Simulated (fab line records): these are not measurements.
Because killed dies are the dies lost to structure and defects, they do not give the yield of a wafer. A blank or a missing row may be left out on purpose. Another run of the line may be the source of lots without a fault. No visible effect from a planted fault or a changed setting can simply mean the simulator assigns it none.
The tool behind it: which one?	flow n5-finfet	72 wafers from 24 lots sampled at 6 of the route's 1938 steps

## WHAT THE GAUGES SHOWED, per wafer
N5_BEOL_M0_SAQP_OVL_MEAS_15. Usual: for M0_CORE_OVL the level is -0.2 nm and the standard deviation is 0.76.
lot	measured	on	M0_CORE_OVL (nm)	flag
L074	day 5 08:35	overlay-02	-1.3 -2.0 -1.1	
L075	day 5 14:30	overlay-02	0.0 -0.1 -0.6	
L076	day 6 07:34	overlay-01	-0.9 -1.9 -1.3	
L077	day 6 07:47	overlay-01	0.7 0.6 -0.2	
L078	day 6 08:13	overlay-01	0.6 0.6 0.7	
L080	day 7 02:19	overlay-01	-0.3 -1.1 0.0	
L079	day 7 07:14	overlay-02	-0.9 -0.5 -1.5	
L082	day 7 08:10	overlay-02	0.6 0.4 0.7	
L081	day 7 09:12	overlay-02	0.4 -0.1 -0.6	
L083	day 7 15:51	overlay-02	-1.4 -0.6 -0.8	
L084	day 8 00:30	overlay-02	0.5 0.3 0.0	
L085	day 8 08:14	overlay-02	-1.5 0.0 0.0	
L086	day 8 12:21	overlay-02	-0.4 0.0 -0.1	
L087	day 8 15:51	overlay-01	0.9 0.6 0.7	
L088	day 8 19:25	overlay-02	0.3 -0.5 -0.2	
L089	day 9 03:14	overlay-01	0.2 -0.3 1.3	
L090	day 9 13:44	overlay-01	1.1 1.1 -0.6	
L091	day 9 18:35	overlay-02	-0.3 -0.3 0.1	
L092	day 9 22:41	overlay-02	-0.8 -1.7 0.2	
L093	day 10 03:14	overlay-02	-0.2 0.6 -0.5	
L094	day 10 15:02	overlay-01	-1.5 -0.3 -0.7	
L095	day 10 20:38	overlay-01	-0.2 -1.1 -0.6	
L096	day 10 21:13	overlay-02	0.1 -0.1 -0.6	
L097	day 11 04:50	overlay-01	0.3 1.0 0.1	

N5_BEOL_M0_SAQP_CD_MEAS_29 targets a cd of 14.4 nm. Usual: cd-nm reads 14.99 nm (standard deviation 0.24).
lot	measured	on	cd-nm (nm)	flag
L074	day 5 12:27	cd-sem-01	15.32 15.21 14.97	
L075	day 5 18:17	cd-sem-01	15.11 14.99 14.81	
L076	day 6 11:01	cd-sem-01	14.92 14.87 15.06	
L077	day 6 12:20	cd-sem-01	15.35 14.93 15.16	
L078	day 6 12:25	cd-sem-02	14.73 15.21 15.08	
L080	day 7 05:43	cd-sem-01	14.73 14.71 14.60	
L079	day 7 11:43	cd-sem-03	15.04 14.87 15.09	
L082	day 7 12:22	cd-sem-02	14.91 14.99 14.60	
L081	day 7 14:23	cd-sem-03	15.00 15.05 15.13	
L083	day 7 19:25	cd-sem-02	14.96 14.89 15.25	
L084	day 8 04:23	cd-sem-01	14.88 15.24 15.24	
L085	day 8 13:35	cd-sem-01	14.81 14.60 15.06	
L086	day 8 17:29	cd-sem-01	14.80 14.32 14.96	
L087	day 8 21:23	cd-sem-02	15.45 15.02 15.25	
L088	day 8 23:46	cd-sem-02	14.85 15.39 14.89	
L089	day 9 06:44	cd-sem-03	15.07 14.99 14.84	
L090	day 9 17:21	cd-sem-03	15.37 15.47 14.91	
L091	day 9 22:43	cd-sem-01	14.91 14.37 15.29	
L092	day 10 02:27	cd-sem-01	15.19 15.04 15.09	
L093	day 10 06:53	cd-sem-01	15.02 14.48 15.29	
L094	day 10 19:16	cd-sem-03	14.97 15.04 14.94	
L095	day 11 00:02	cd-sem-01	14.52 14.98 15.06	
L096	day 11 00:40	cd-sem-03	15.33 15.21 15.00	
L097	day 11 08:16	cd-sem-03	15.51 15.38 14.75	

## TOOL THAT RAN EACH LOT (tool first, then ch and the chambers of the sampled wafers, then the start)
lot	N5_MOL_CONTACT_COAG_STRIP_72	N5_BEOL_M0_SAQP_ILD_DEP_01	N5_BEOL_M0_SAQP_PECVD_04	N5_BEOL_M0_SAQP_MANDREL2_REMOVE_110
L074	rie-diel-03 ch 1,2, day 5 01:08	pecvd-03 ch 0,1,2, day 5 06:51	pecvd-01 ch 0,1,2, day 5 07:58	rie-si-05 ch 0,1, day 5 12:20
L075	rie-diel-01 ch 1,2,3, day 5 06:55	pecvd-03 ch 0,1,2, day 5 11:18	pecvd-01 ch 0,2, day 5 13:52	rie-si-02 ch 0,1,2, day 5 18:10
L076	rie-diel-03 ch 0,1, day 5 19:51	pecvd-03 ch 0,2, day 6 00:20	pecvd-02 ch 0,2, day 6 06:58	rie-si-02 ch 0,2, day 6 10:54
L077	rie-diel-03 ch 0,3, day 5 22:01	pecvd-01 ch 0,1, day 6 03:20	pecvd-02 ch 0,1, day 6 07:19	rie-si-04 ch 0,2, day 6 12:14
L078	rie-diel-01 ch 2,3, day 6 02:37	pecvd-01 ch 0,1,2, day 6 07:00	pecvd-02 ch 0,1,2, day 6 07:36	rie-si-02 ch 1,3, day 6 12:18
L080	rie-diel-03 ch 2,3, day 6 20:47	pecvd-02 ch 0,1,2, day 7 01:10	pecvd-03 ch 0,1, day 7 01:43	rie-si-04 ch 0,3, day 7 05:35
L079	rie-diel-03 ch 0,2,3, day 6 21:14	pecvd-02 ch 0,1,2, day 7 04:10	pecvd-03 ch 0,1,2, day 7 06:40	rie-si-02 ch 0,2,3, day 7 11:37
L082	rie-diel-01 ch 0,1, day 7 00:07	pecvd-01 ch 0,2, day 7 07:10	pecvd-03 ch 0,1, day 7 07:41	rie-si-04 ch 0,2,3, day 7 12:14
L081	rie-diel-01 ch 1,2,3, day 7 00:49	pecvd-03 ch 0,1, day 7 07:10	pecvd-01 ch 0,1, day 7 08:35	rie-si-02 ch 1,2,3, day 7 14:16
L083	rie-diel-01 ch 0,3, day 7 07:53	pecvd-03 ch 0,1, day 7 12:18	pecvd-01 ch 0,1, day 7 15:13	rie-si-02 ch 0,1,3, day 7 19:18
L084	rie-diel-04 ch 0,3, day 7 17:48	pecvd-02 ch 0,1,2, day 7 22:11	pecvd-02 ch 0,2, day 7 23:52	rie-si-04 ch 0,2, day 8 04:16
L085	rie-diel-03 ch 0,1,3, day 8 01:33	pecvd-03 ch 0,1, day 8 06:05	pecvd-02 ch 1,2, day 8 07:34	rie-si-05 ch 1,2,3, day 8 13:28
L086	rie-diel-01 ch 0,1,2, day 8 06:20	pecvd-01 ch 0,2, day 8 10:51	pecvd-01 ch 0,2, day 8 11:44	rie-si-04 ch 0,1,3, day 8 17:23
L087	rie-diel-03 ch 1,2, day 8 07:08	pecvd-03 ch 0,1,2, day 8 13:51	pecvd-01 ch 0,1, day 8 15:22	rie-si-05 ch 0,3, day 8 21:16
L088	rie-diel-04 ch 0,1,2, day 8 13:44	pecvd-03 ch 1,2, day 8 18:11	pecvd-01 ch 0,1,2, day 8 18:56	rie-si-02 ch 1,2, day 8 23:40
L089	rie-diel-03 ch 1,2,3, day 8 21:17	pecvd-02 ch 1,2, day 9 01:44	pecvd-02 ch 0,1,2, day 9 02:45	rie-si-02 ch 0,1,3, day 9 06:37
L090	rie-diel-01 ch 0,1, day 9 07:55	pecvd-03 ch 0,2, day 9 12:21	pecvd-03 ch 0,2, day 9 13:05	rie-si-05 ch 0,3, day 9 17:14
L091	rie-diel-04 ch 0,1,2, day 9 11:18	pecvd-03 ch 0,2, day 9 16:02	pecvd-03 ch 0,2, day 9 18:04	rie-si-02 ch 0,1,2, day 9 22:36
L092	rie-diel-04 ch 0,1, day 9 15:50	pecvd-01 ch 0,1, day 9 20:13	pecvd-02 ch 0,1, day 9 22:05	rie-si-05 ch 0,3, day 10 02:20
L093	rie-diel-03 ch 0,1,2, day 9 20:57	pecvd-01 ch 0,1,2, day 10 01:20	pecvd-02 ch 0,2, day 10 02:35	rie-si-05 ch 0,1,3, day 10 06:46
L094	rie-diel-03 ch 1,2,3, day 10 08:32	pecvd-01 ch 0,1,2, day 10 13:04	pecvd-02 ch 0,1,2, day 10 14:33	rie-si-04 ch 0,1,3, day 10 19:09
L095	rie-diel-04 ch 2,3, day 10 11:53	pecvd-02 ch 0,1,2, day 10 16:35	pecvd-02 ch 0,2, day 10 20:02	rie-si-04 ch 0,2,3, day 10 23:56
L096	rie-diel-03 ch 1,3, day 10 15:38	pecvd-01 ch 0,2, day 10 20:19	pecvd-02 ch 0,2, day 10 20:37	rie-si-02 ch 0,1,3, day 11 00:33
L097	rie-diel-01 ch 2,3, day 10 21:37	pecvd-01 ch 0,1,2, day 11 02:01	pecvd-01 ch 0,1,2, day 11 04:15	rie-si-02 ch 0,1,2, day 11 08:09
- N5_MOL_CONTACT_COAG_STRIP_72: strips in N2/H2.
- N5_BEOL_M0_SAQP_ILD_DEP_01: deposits SiOC from DEMS/O2, target thk 45.419 nm, time 8.7 s.
- N5_BEOL_M0_SAQP_PECVD_04: deposits a-Si from SiH4/He, target thk 60 nm, time 60.2 s.
- N5_BEOL_M0_SAQP_MANDREL2_REMOVE_110: chemistry HBr/Cl2/O2, target a-Si, stops on SiCN, bt time 10 s.

## AS READ BY THE TOOLS THEMSELVES (means over the sampled wafers that have a number; for cases with no such wafer, the mark the record gives instead)
N5_MOL_CONTACT_COAG_STRIP_72. Usual: value, then standard deviation, for each; drypump-motor-current-A 5.69 A / 0.19; h2-flow-sccm 200.0 sccm / 0.57; n2-flow-sccm 200.0 sccm / 0.58; oes-product-au 0.79 a.u. / 0.078; rf-vpp-V 59.3 V / 1.7; showerhead-plenum-p-Torr 2.53 Torr / 0.087; throttle-valve-pct 23.66 % / 0.29.
lot	tool	drypump-motor-current-A (A)	h2-flow-sccm (sccm)	n2-flow-sccm (sccm)	oes-product-au (a.u.)	rf-vpp-V (V)	showerhead-plenum-p-Torr (Torr)	throttle-valve-pct (%)	flag
L074	rie-diel-03	5.91	199.4	199.7	0.78	59.0	2.58	23.62	
L075	rie-diel-01	5.69	199.8	200.0	0.78	57.5	2.59	23.88	
L076	rie-diel-03	5.68	200.3	199.4	0.78	58.6	2.47	23.67	
L077	rie-diel-03	5.61	200.2	200.2	0.77	61.2	2.45	23.24	
L078	rie-diel-01	5.80	200.4	199.7	0.72	60.9	2.52	23.84	
L080	rie-diel-03	5.76	200.3	200.3	0.79	59.0	2.50	23.31	
L079	rie-diel-03	5.73	199.8	199.9	0.76	60.5	2.52	23.37	
L082	rie-diel-01	5.61	199.7	199.8	0.86	58.7	2.61	23.72	
L081	rie-diel-01	5.69	200.7	199.9	0.77	57.8	2.58	23.89	
L083	rie-diel-01	5.82	200.3	200.4	0.74	59.6	2.50	23.63	
L084	rie-diel-04	5.66	199.6	199.6	0.90	58.2	2.54	23.65	
L085	rie-diel-03	5.68	199.7	200.6	0.76	60.4	2.45	23.50	
L086	rie-diel-01	5.65	199.8	199.7	0.82	59.5	2.56	23.89	
L087	rie-diel-03	5.88	199.4	200.6	0.76	59.7	2.57	23.66	
L088	rie-diel-04	5.72	200.3	200.0	0.87	58.4	2.54	23.60	
L089	rie-diel-03	5.82	200.0	200.8	0.77	58.9	2.50	23.53	
L090	rie-diel-01	5.62	200.1	200.3	0.85	59.3	2.60	23.75	
L091	rie-diel-04	5.73	199.6	200.2	0.84	59.8	2.53	23.64	
L092	rie-diel-04	5.87	199.7	199.7	0.90	58.3	2.48	23.48	
L093	rie-diel-03	5.74	199.9	200.6	0.73	60.6	2.52	23.63	
L094	rie-diel-03	5.79	200.7	199.9	0.75	60.0	2.49	23.53	
L095	rie-diel-04	5.30	199.8	200.4	0.82	59.4	2.63	23.98	
L096	rie-diel-03	5.75	199.7	200.4	0.76	60.7	2.42	23.63	
L097	rie-diel-01	5.78	200.4	199.8	0.87	60.1	2.51	23.67	

N5_BEOL_M0_SAQP_ILD_DEP_01. Usual: heater-power-w 489 W, standard deviation 52; showerhead-plenum-p-Torr 5.693 Torr, standard deviation 0.014; throttle-valve-pct 11.8 %, standard deviation 0.71.
lot	tool	heater-power-w (W)	showerhead-plenum-p-Torr (Torr)	throttle-valve-pct (%)	flag
L074	pecvd-03	504	5.683	12.1	
L075	pecvd-03	492	5.692	11.9	
L076	pecvd-03	490	5.698	11.7	
L077	pecvd-01	491	5.700	11.6	
L078	pecvd-01	493	5.702	11.8	
L080	pecvd-02	513	5.689	11.6	
L079	pecvd-02	500	5.688	11.5	
L082	pecvd-01	448	5.684	12.2	
L081	pecvd-03	443	5.703	12.4	
L083	pecvd-03	477	5.687	12.4	
L084	pecvd-02	533	5.699	11.7	
L085	pecvd-03	481	5.699	12.6	
L086	pecvd-01	485	5.686	12.2	
L087	pecvd-03	480	5.697	12.0	
L088	pecvd-03	545	5.688	11.7	
L089	pecvd-02	540	5.700	11.9	
L090	pecvd-03	471	5.692	12.0	
L091	pecvd-03	455	5.698	12.2	
L092	pecvd-01	496	5.708	11.6	
L093	pecvd-01	467	5.691	11.8	
L094	pecvd-01	483	5.695	11.8	
L095	pecvd-02	518	5.687	11.6	
L096	pecvd-01	485	5.690	12.1	
L097	pecvd-01	468	5.687	11.7	

N5_BEOL_M0_SAQP_PECVD_04. Usual: heater-power-w 626 W, standard deviation 56; showerhead-plenum-p-Torr 5.66 Torr, standard deviation 0.045; throttle-valve-pct 17.9 %, standard deviation 1.
lot	tool	heater-power-w (W)	showerhead-plenum-p-Torr (Torr)	throttle-valve-pct (%)	flag
L074	pecvd-01	637	5.67	18.1	
L075	pecvd-01	609	5.65	17.9	
L076	pecvd-02	650	5.63	16.9	
L077	pecvd-02	614	5.68	18.3	
L078	pecvd-02	660	5.65	17.6	
L080	pecvd-03	634	5.65	19.1	
L079	pecvd-03	614	5.65	18.2	
L082	pecvd-03	580	5.64	18.9	
L081	pecvd-01	586	5.69	17.8	
L083	pecvd-01	587	5.68	17.8	
L084	pecvd-02	614	5.64	17.3	
L085	pecvd-02	644	5.64	17.3	
L086	pecvd-01	628	5.65	17.9	
L087	pecvd-01	639	5.68	17.7	
L088	pecvd-01	616	5.67	17.8	
L089	pecvd-02	660	5.65	17.6	
L090	pecvd-03	604	5.70	18.6	
L091	pecvd-03	627	5.66	17.9	
L092	pecvd-02	600	5.67	17.8	
L093	pecvd-02	633	5.64	17.3	
L094	pecvd-02	633	5.65	17.6	
L095	pecvd-02	625	5.62	17.1	
L096	pecvd-02	639	5.63	17.1	
L097	pecvd-01	565	5.67	17.9	

N5_BEOL_M0_SAQP_MANDREL2_REMOVE_110. Usual: drypump-motor-current-A 5.9 A, standard deviation 0.52; oes-product-au 1.000 a.u., standard deviation 0.02; throttle-valve-pct 36.7 %, standard deviation 0.33.
lot	tool	drypump-motor-current-A (A)	oes-product-au (a.u.)	throttle-valve-pct (%)	flag
L074	rie-si-05	5.0	0.967	36.6	
L075	rie-si-02	6.0	1.010	36.9	
L076	rie-si-02	6.0	1.021	36.7	
L077	rie-si-04	6.1	0.984	36.7	
L078	rie-si-02	6.3	0.995	36.9	
L080	rie-si-04	5.5	1.004	36.7	
L079	rie-si-02	6.3	1.007	36.5	
L082	rie-si-04	5.8	0.998	36.7	
L081	rie-si-02	6.3	1.005	36.7	
L083	rie-si-02	6.3	0.997	36.7	
L084	rie-si-04	6.2	1.000	36.7	
L085	rie-si-05	5.4	0.982	37.0	
L086	rie-si-04	5.5	0.998	36.7	
L087	rie-si-05	5.3	1.015	36.8	
L088	rie-si-02	6.1	1.006	37.0	
L089	rie-si-02	6.3	0.994	36.7	
L090	rie-si-05	5.1	1.008	36.6	
L091	rie-si-02	6.1	1.003	36.9	
L092	rie-si-05	5.3	1.013	36.8	
L093	rie-si-05	5.1	1.001	36.6	
L094	rie-si-04	5.5	0.998	36.7	
L095	rie-si-04	5.8	0.997	36.7	
L096	rie-si-02	6.3	0.999	36.7	
L097	rie-si-02	6.1	1.001	36.9	

## THE ANSWER, worked out from the rows above alone
Rule: lot off if the mean of its wafers having a number is beyond 3 standard deviations from the usual mean. Also off: a lot with no number at a reading for which 4 or more lots have one. The other lots that the step has rows for count as sound. The gauges are gone through in route order, then the tools' own readings, and for those a lot's mean is taken as printed above. At the first step where some lot is off, the reading lying furthest off is the one used; lots without a number count as furthest.
Nothing can be told from this: no lot is off at any reading shown.

## WHAT HAD BEEN PUT IN BY THE SIMULATOR
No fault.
